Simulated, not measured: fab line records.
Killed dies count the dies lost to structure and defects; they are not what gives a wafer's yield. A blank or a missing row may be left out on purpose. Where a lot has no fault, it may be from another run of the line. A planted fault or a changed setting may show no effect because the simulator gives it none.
fab line records	flow n5_finfet
[record] lots = 5	wafers = 15	last_day = 16
route steps=1938 shown BEOL_M3@1016 BEOL_M4@1021 PASSIVATION@1936
lots untouched by any fault: they come from a run of this same line in which no faults occurred
start_h: the number of hours between the record's first day and the start of the first shown wafer of the lot	wait_h: hours elapsed since this lot's preceding step	" the same as in the row above	L1.1+2: a single row standing in for several wafers	- no value, or no start given	* or withheld: withheld	< > ~ a bound
route shown NAME@n: a module of which the file shows steps, and the number in the route of the first	usual: mean/standard deviation of fault-free wafers	same: alike in all rows	chamber/n: place in a boat	sites: per-site readings	_std_site: their standard deviation	_edge_site: outer sites' mean less inner sites'	radius_mm: how far each site lies from the wafer's centre	mask NAME#n: copy n	behind: the last tool/chamber to shape the wafer	hold: why the lot was held/for how many hours/how that ended	device: whichever transistor did not switch (one of n, p or np)	end of line: the same wafers' tests at the end of the route	a step given without rows: its recipe and nothing more	killed: dies that structure and defects cost at the first sort, which is not the same as the wafer's yield	map: the dies of a wafer, with x for killed, . for not killed, _ for no die there
set.NAME: the setting that was run; set.NAME@STEP: the one run at that earlier step	model.NAME: the simulator's own value behind a step, which no gauge read
lots at some steps of the route; a table a step, a row a wafer
services: the hour from which a tool's chamber was out of use, counted from the record's first day as start_h (under 0 if before that day), plus the number of hours and why
[[steps]]
[step N5_BEOL_M3_CO_CAP_55]
[recipe] material = Co	target_thk_a = 20	temp_c = 200	precursor = CCTBA/H2	pressure_torr = 30	time_s = 102.1
[step N5_BEOL_M3_PRE_CLEAN_56]
[recipe] gas = NH3	time_s = 15	temp_c = withheld	rf_power_w = 300
[step N5_BEOL_M3_DEP_57]
[recipe] material = SiCN	target_thk_a = 80	temp_c = withheld	precursor = 3MS/NH3	pressure_torr = 3	rf_w = 202	time_s = 14
[step N5_BEOL_M4_ILD_DEP_00]
[recipe] material = SiOC	target_thk_a = 790	temp_c = 350	precursor = DEMS/O2	pressure_torr = 5	rf_w = 500	time_s = 15.3
[step N5_BEOL_M4_PECVD_72]
[recipe] material = SiO2	target_thk_a = 160	temp_c = 400	precursor = TEOS/O2	pressure_torr = 5.5	rf_w = 450	teos_flow_sccm = 53.8	gas = O2	flow_sccm = 3000	time_s = 18
[step N5_BEOL_M4_HM_DEP_02]
[recipe] material = TiN	target_thk_a = 200	temp_c = 25	chamber_pressure_pa = 0.49996
[step N5_BEOL_M4_COAT_61]
[recipe] resist = SOC	temp_c = 250	time_s = 60	spin_rpm = 1500	resist_thk_nm = 60
[step N5_BEOL_M4_COAT_62]
[recipe] resist = SiARC	temp_c = 220	time_s = 60	spin_rpm = 1500	resist_thk_nm = 12
[step N5_BEOL_M4_COAT_73]
[recipe] resist = underlayer	temp_c = 205	time_s = 60	spin_rpm = 1500	resist_thk_nm = 5
[step N5_BEOL_M4_COAT_05]
[recipe] resist = CAR-EUV	spin_rpm = 1500	resist_thk_nm = 30
[usual] chill_plate_temp_C = 23.00/0.093	resist_line_temp_C = 22.99/0.1	spin_speed_rpm = 1499.8/0.87
lot.wafer	tool	chamber	start_h	wait_h	chill_plate_temp_C	resist_line_temp_C	spin_speed_rpm	model.CAR-EUV_of_BEOL_M4_COAT_05.thk_nm
L823.1	litho_track-03	0	230.17	-	22.98	22.78	1499.6	30
L823.4	"	0	"	"	23.02	22.89	1500.4	30
L823.6	"	0	"	"	22.94	22.84	1499.7	30
L824.1	litho_track-03	0	232.51	-	23.01	22.95	1815.2	27.4
L824.4	"	0	"	"	22.98	22.81	1814.8	27.4
L824.5	"	0	"	"	22.90	23.01	1815.8	27.4
L826.1	litho_track-03	0	243.72	-	23.13	23.10	1814.7	27.4
L826.2	"	0	"	"	23.06	23.07	1815.0	27.4
L826.4	"	0	"	"	23.02	23.13	1815.0	27.4
L825.2	litho_track-01	0	243.82	-	23.03	23.05	1499.5	30
L825.5	"	0	"	"	22.85	22.93	1499.2	30
L825.6	"	0	"	"	22.92	22.95	1499.4	30
L827.1	litho_track-03	0	262.01	-	23.04	22.97	1814.5	27.2
L827.3	"	0	"	"	23.17	23.04	1813.7	27.2
L827.4	"	0	"	"	23.08	23.07	1814.6	27.2
[step N5_BEOL_M4_EBR_07]
[recipe] solvent = PGMEA	ebr_width_mm = 1.5
[step N5_BEOL_M4_SOFTBAKE_06]
[recipe] temp_c = 110	time_s = 60	resist = CAR-EUV
[step N5_BEOL_M4_EXPOSE_08]
[recipe] mask_id = M4	na = 0.33	source_shape = dipole	sigma_inner = 0.369	sigma_outer = 0.767	polarization = unpolarized	dose_mj = 41.25
[step N5_BEOL_M4_PEB_09]
[recipe] peb_temp_c = 100	peb_time_s = 60	resist = CAR-EUV
[step N5_BEOL_M4_DEVELOP_10]
[recipe] develop_time_s = 30	developer = TMAH	resist = CAR-EUV	rinse_liquid = surfactant_rinse	dry = air_spin	dev_temp_c = 23
[step N5_BEOL_M4_DESCUM_16]
[recipe] chemistry = O2	time_s = 7	source_power_w = 50	bias_power_w = 20	pressure_mtorr = 20	rf_frequency_hz = 2.712e+07	temp_c = 40	resist = CAR-EUV	o2_flow_sccm = 225
[step N5_BEOL_M4_ETCH_74]
[recipe] chemistry = N2/H2	target = underlayer	target_depth_a = 65	mask_material = CAR-EUV	time_s = 5.2	ion_energy_ev = 200	pressure_mtorr = 30	source_w = 840	bias_w = 150	n2_flow_sccm = 200	h2_flow_sccm = 200	ends = cleared
[step N5_BEOL_M4_ETCH_63]
[recipe] chemistry = CF4	target = SiARC	target_depth_a = 156	mask_material = CAR-EUV	time_s = 26	ion_energy_ev = 80	pressure_mtorr = 40	source_w = 545	bias_w = 36	Ar_flow_sccm = 100	cf4_flow_sccm = 100	ends = cleared
[usual] chamber_pressure_mTorr = 40.00/0.038	drypump_motor_current_A = 5.6/0.49	etch_rf_on_time_s = 25.9/0.47	oes_product_au = 0.69/0.076	rf_vpp_V = 184.0/0.95	showerhead_plenum_p_Torr = 2.14/0.051	throttle_valve_pct = 15.55/0.17
lot.wafer	tool	chamber	start_h	wait_h	chamber_pressure_mTorr	drypump_motor_current_A	etch_rf_on_time_s	oes_product_au	rf_hours_counter_h	rf_vpp_V	showerhead_plenum_p_Torr	throttle_valve_pct	model.CAR-EUV_of_BEOL_M4_COAT_05.thk_nm
L823.1	rie_diel-06	1	230.60	0.0	39.95	5.3	26.4	0.75	28	185.2	2.18	15.54	11.2
L823.4	"	0	"	"	39.98	5.8	25.7	0.60	225	182.2	2.12	15.69	11.2
L823.6	"	1	"	"	39.98	5.3	26.4	0.74	-	183.6	2.18	15.53	11.2
L824.1	rie_diel-06	0	233.08	0.0	40.02	5.8	25.5	0.61	225	183.7	2.12	15.69	8.6
L824.4	"	2	"	"	40.00	6.1	26.3	0.70	64	183.0	2.08	15.51	8.6
L824.5	"	0	"	"	39.97	5.8	25.3	0.60	-	183.6	2.12	15.67	8.6
L826.1	rie_diel-06	2	244.27	0.0	40.00	6.1	26.1	0.69	70	183.6	2.08	15.51	8.6
L826.2	"	0	"	"	39.94	5.8	25.6	0.59	232	183.1	2.11	15.67	8.4
L826.4	"	0	"	"	39.99	5.8	25.6	0.60	-	184.1	2.11	15.68	8.4
L825.2	rie_diel-04	2	244.54	0.0	40.07	5.1	25.6	0.74	67	183.4	2.17	15.36	11.2
L825.5	"	1	"	"	39.97	5.5	26.8	0.59	-	183.9	2.11	15.76	11.2
L825.6	"	2	"	"	39.96	5.2	25.6	0.74	-	184.6	2.17	15.36	11
L827.1	rie_diel-06	1	262.74	0.0	40.04	5.3	26.4	0.72	43	183.5	2.17	15.57	8.4
L827.3	"	3	"	"	40.00	5.0	25.3	0.88	1	183.8	2.11	15.38	8.2
L827.4	"	2	"	"	40.01	6.1	26.3	0.69	78	182.5	2.08	15.53	8.2
[step N5_BEOL_M4_ETCH_64]
[recipe] chemistry = N2/H2	target = SOC	target_depth_a = 750	overetch_a = 225	mask_material = SiARC	temp_c = 40	time_s = 121.9	ion_energy_ev = 200	pressure_mtorr = 30	source_w = 840	bias_w = 150	n2_flow_sccm = 200	h2_flow_sccm = 200
[step N5_BEOL_M4_RC_MEAS_101]
[usual] DIBL_N = 36.4/1.4	DIBL_P = 36.3/1.5	IOFF_N = 0.162/0.023	IOFF_P = 0.211/0.027	ION_N = 676/9.7	ION_P = 463/6.4	SS_N = 71.5/0.5	SS_P = 73.3/0.6	VT_N = 249.3/2.5	VT_P = -249.9/2.8
lot.wafer	tool	chamber	start_h	wait_h	DIBL_N[mV/V]	DIBL_P[mV/V]	IOFF_N[nA/um]	IOFF_P[nA/um]	ION_N[uA/um]	ION_P[uA/um]	SS_N[mV/dec]	SS_P[mV/dec]	VT_N[mV]	VT_P[mV]
L823.1	prober-02	0	236.92	0.0	35.9	35.1	0.149	0.162	666	451	71.5	73.8	253.3	-255.3
L823.4	"	0	"	"	36.2	36.9	0.171	0.183	673	454	72.1	72.7	249.2	-251.9
L823.6	"	0	"	"	36.4	37.2	0.178	0.192	678	458	71.7	73.3	250.8	-252.9
L824.1	prober-02	0	240.94	0.0	38.6	37.2	0.181	0.230	682	461	71.6	73.4	248.0	-250.2
L824.4	"	0	"	"	36.0	34.8	0.137	0.196	676	464	71.5	72.2	249.9	-250.9
L824.5	"	0	"	"	36.9	35.7	0.142	0.210	671	464	71.4	72.7	251.5	-248.5
L826.1	prober-01	0	254.61	0.0	35.5	35.9	0.159	0.230	678	470	71.0	72.8	247.9	-248.4
L826.2	"	0	"	"	35.6	36.2	0.166	0.223	672	463	71.5	73.6	245.4	-248.1
L826.4	"	0	"	"	37.2	37.9	0.198	0.248	681	468	71.7	73.7	246.3	-249.4
L825.2	prober-01	0	258.49	0.2	33.9	35.2	0.132	0.180	676	464	70.9	74.0	253.0	-251.8
L825.5	"	0	"	"	35.7	37.3	0.163	0.220	681	464	71.7	73.7	249.6	-247.9
L825.6	"	0	"	"	34.2	35.4	0.141	0.181	679	461	70.5	73.1	252.1	-252.0
L827.1	prober-02	0	271.91	0.0	38.6	38.0	0.176	0.249	680	474	71.5	73.5	247.9	-247.0
L827.3	"	0	"	"	38.8	38.8	0.188	0.260	689	470	72.0	73.4	244.4	-246.2
L827.4	"	0	"	"	38.8	38.2	0.177	0.236	674	463	72.0	73.6	246.5	-247.9
[step N5_PASSIVATION_PROBE_49]
[usual] defect_limited_yield = 91.3/1.3	killed_at_M0_to_M3 = 33/8.9	killed_at_M4_up = 15/5.4	killed_at_contacts = 13/5.8	killed_at_front_end = 39/9.9	killed_at_other = 3.2/2.9	killed_dies = 102/15	killed_on_rim = 13/3.7	killed_open = 68/12	killed_short = 34/7.6	sort_bin_5_function = 5.1/0.89	sort_bin_6_memory = 3.2/0.63	sort_n_pass = 1078/15	sort_yield_pct = 91.3/1.3
[same] gross_dies = 1180	killed_at_back_side = 0	sort_bin_4_leakage[%] = 0	sort_bin_8_speed[%] = 0
lot.wafer	tool	chamber	start_h	wait_h	defect_limited_yield[%]	killed_at_M0_to_M3	killed_at_M4_up	killed_at_contacts	killed_at_front_end	killed_at_other	killed_dies	killed_on_rim	killed_open	killed_short	sort_bin_5_function[%]	sort_bin_6_memory[%]	sort_n_pass	sort_yield_pct[%]
L823.1	prober-01	-	332.55	0.0	90.6	50	11	13	36	1	111	11	76	34	5.7	3.6	1069	90.6
L823.4	prober-01	-	332.70	0.2	92.8	37	10	5	33	0	85	13	59	25	4.0	2.9	1095	92.8
L823.6	prober-01	-	332.80	0.3	90.3	42	11	12	45	5	115	19	83	31	5.4	3.9	1065	90.3
L824.1	prober-02	-	345.26	0.0	91.6	25	8	16	49	1	99	10	60	37	5.0	2.9	1081	91.6
L824.4	prober-02	-	345.41	0.2	90.8	31	13	5	57	3	109	15	55	53	5.8	3.3	1071	90.8
L824.5	prober-02	-	345.46	0.2	90.8	45	13	3	44	4	109	13	66	40	5.3	2.9	1071	90.8
L825.2	prober-02	-	357.25	0.1	91.6	34	16	8	37	4	99	13	53	44	5.8	2.3	1081	91.6
L825.5	prober-02	-	357.40	0.2	92.4	20	19	6	35	10	90	6	50	40	5.1	2.1	1090	92.4
L825.6	prober-02	-	357.45	0.3	92.8	24	19	6	34	2	85	10	50	35	4.2	2.8	1095	92.8
L827.1	prober-02	-	374.07	0.0	92.2	27	14	14	37	0	92	12	67	24	4.0	3.4	1088	92.2
L827.3	prober-02	-	374.17	0.1	90.7	33	15	10	50	2	110	17	69	38	6.1	2.9	1070	90.7
L827.4	prober-02	-	374.22	0.2	92.6	24	6	14	42	1	87	9	56	31	3.7	3.5	1093	92.6
// killed by level:class
L823.1 BEOL_M3:geometric_particle:open=14 BEOL_M2:geometric_particle:open=10 FIN_SAQP:geometric_particle:short=8 MOL_CONTACT_COAG:geometric_particle:open=8 FIN_SAQP:geometric_particle:open=7 BEOL_M0_SAQP:geometric_particle:open=6 BEOL_M1:geometric_particle:open=6 BEOL_M4:geometric_particle:open=6
L823.4 BEOL_M1:geometric_particle:open=10 BEOL_M3:geometric_particle:open=9 FIN_SAQP:geometric_particle:open=7 STI_FIN_REVEAL:geometric_particle:open=6 FIN_SAQP:geometric_particle:short=5 GATE_CUT:geometric_particle:short=5 BEOL_M0_SAQP:geometric_particle:short=5 BEOL_M2:geometric_particle:open=5
L823.6 STI_FIN_REVEAL:geometric_particle:open=22 BEOL_M2:geometric_particle:open=13 FIN_SAQP:geometric_particle:open=10 MOL_CONTACT_COAG:geometric_particle:open=9 BEOL_M3:geometric_particle:open=9 BEOL_M0_SAQP:geometric_particle:open=8 BEOL_M0_SAQP:geometric_particle:short=6 PAD_METAL:geometric_particle:short=4
L824.1 MOL_CONTACT_COAG:geometric_particle:open=13 FIN_SAQP:geometric_particle:short=11 STI_FIN_REVEAL:geometric_particle:open=11 FIN_SAQP:geometric_particle:open=10 GATE_CUT:geometric_particle:short=6 BEOL_M0_SAQP:geometric_particle:short=6 BEOL_M0_SAQP:geometric_particle:open=6 GATE_CUT:geometric_particle:open=5
L824.4 FIN_SAQP:geometric_particle:short=23 STI_FIN_REVEAL:geometric_particle:open=11 FIN_SAQP:geometric_particle:open=8 BEOL_M2:geometric_particle:open=8 BEOL_M5:geometric_particle:short=6 BEOL_M0_SAQP:geometric_particle:short=5 BEOL_M0_SAQP:geometric_particle:open=4 BEOL_M1:geometric_particle:open=4
L824.5 FIN_SAQP:geometric_particle:short=13 BEOL_M2:geometric_particle:open=12 FIN_SAQP:geometric_particle:open=11 BEOL_M1:geometric_particle:open=10 STI_FIN_REVEAL:geometric_particle:open=7 BEOL_M0_SAQP:geometric_particle:open=7 BEOL_M0_SAQP:geometric_particle:short=5 GATE_CUT:geometric_particle:short=4
L825.2 BEOL_M0_SAQP:geometric_particle:short=11 FIN_SAQP:geometric_particle:short=8 MOL_CONTACT_COAG:geometric_particle:open=7 GATE_CUT:geometric_particle:short=6 BEOL_M4:geometric_particle:open=6 GATE_CUT:geometric_particle:open=5 STI_FIN_REVEAL:geometric_particle:open=4 BEOL_M0_SAQP:geometric_particle:open=4
L825.5 GATE_CUT:geometric_particle:short=7 MOL_CONTACT_COAG:geometric_particle:open=6 BEOL_M1:geometric_particle:short=6 BEOL_M4:geometric_particle:open=6 BEOL_M0_SAQP:geometric_particle:short=5 FIN_SAQP:geometric_particle:open=4 FIN_SAQP:geometric_particle:short=4 STI_FIN_REVEAL:geometric_particle:open=4
L825.6 GATE_CUT:geometric_particle:short=7 GATE_CUT:geometric_particle:open=7 BEOL_M0_SAQP:geometric_particle:short=7 BEOL_M0_SAQP:geometric_particle:open=5 BEOL_M4:geometric_particle:open=5 BEOL_M5:geometric_particle:open=5 FIN_SAQP:geometric_particle:short=4 BEOL_M0:geometric_particle:open=4
L827.1 MOL_CONTACT_COAG:geometric_particle:open=13 DUMMY_GATE:geometric_particle:open=8 BEOL_M3:geometric_particle:open=8 STI_FIN_REVEAL:geometric_particle:open=7 BEOL_M0_SAQP:geometric_particle:open=6 FIN_SAQP:geometric_particle:open=5 FIN_SAQP:geometric_particle:short=4 BEOL_M5:geometric_particle:open=4
L827.3 STI_FIN_REVEAL:geometric_particle:open=17 BEOL_M0_SAQP:geometric_particle:short=12 FIN_SAQP:geometric_particle:open=9 BEOL_M0_SAQP:geometric_particle:open=8 FIN_SAQP:geometric_particle:short=6 DUMMY_GATE:geometric_particle:open=6 MOL_CONTACT_COAG:geometric_particle:open=6 BEOL_M3:geometric_particle:open=5
L827.4 FIN_SAQP:geometric_particle:open=11 FIN_SAQP:geometric_particle:short=10 STI_FIN_REVEAL:geometric_particle:open=10 MOL_CONTACT_COAG:geometric_particle:open=10 BEOL_M3:geometric_particle:open=6 BEOL_M0_SAQP:geometric_particle:open=5 BEOL_M1:geometric_particle:open=5 BEOL_M3:geometric_particle:short=4
[[services]]
tool	chamber	start_h	hours	kind
litho_track-01	-	226.73	-	consumable_replace:filter
rie_diel-06	3	240.20	-	clean
rie_diel-06	3	240.20	-	consumable_replace:focus_ring
rie_diel-06	3	240.20	19.6	scheduled_down
rie_diel-06	3	240.20	19.6	vent_cycle
[[key]]
[first_sign] step = N5_BEOL_M4_COAT_05	reading = spin_speed_rpm	direction = up	sigmas = 99+	usual = *	struck = *
effect none on later readings
[model_effect] step = N5_BEOL_M4_COAT_05	value = CAR-EUV_of_BEOL_M4_COAT_05.thk_nm	without = 30.04	struck = 27.33
[model_effect] step = N5_BEOL_M4_ETCH_63	value = CAR-EUV_of_BEOL_M4_COAT_05.thk_nm	without = 11.18	struck = 8.444
met_at N5_BEOL_M4_COAT_05
struck_wafers L824.1,L824.4,L824.5,L826.1,L826.2,L826.4,L827.1,L827.3,L827.4
onset_between 230.17 232.51
[fault] kind = process_parameter_drift	tool = litho_track-03	chamber = -	onset_h = 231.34	steps = N5_BEOL_M4_COAT_05	channel = spin_rpm	offset = *	shape = step	end_h = 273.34	acts_in = *	stated = *
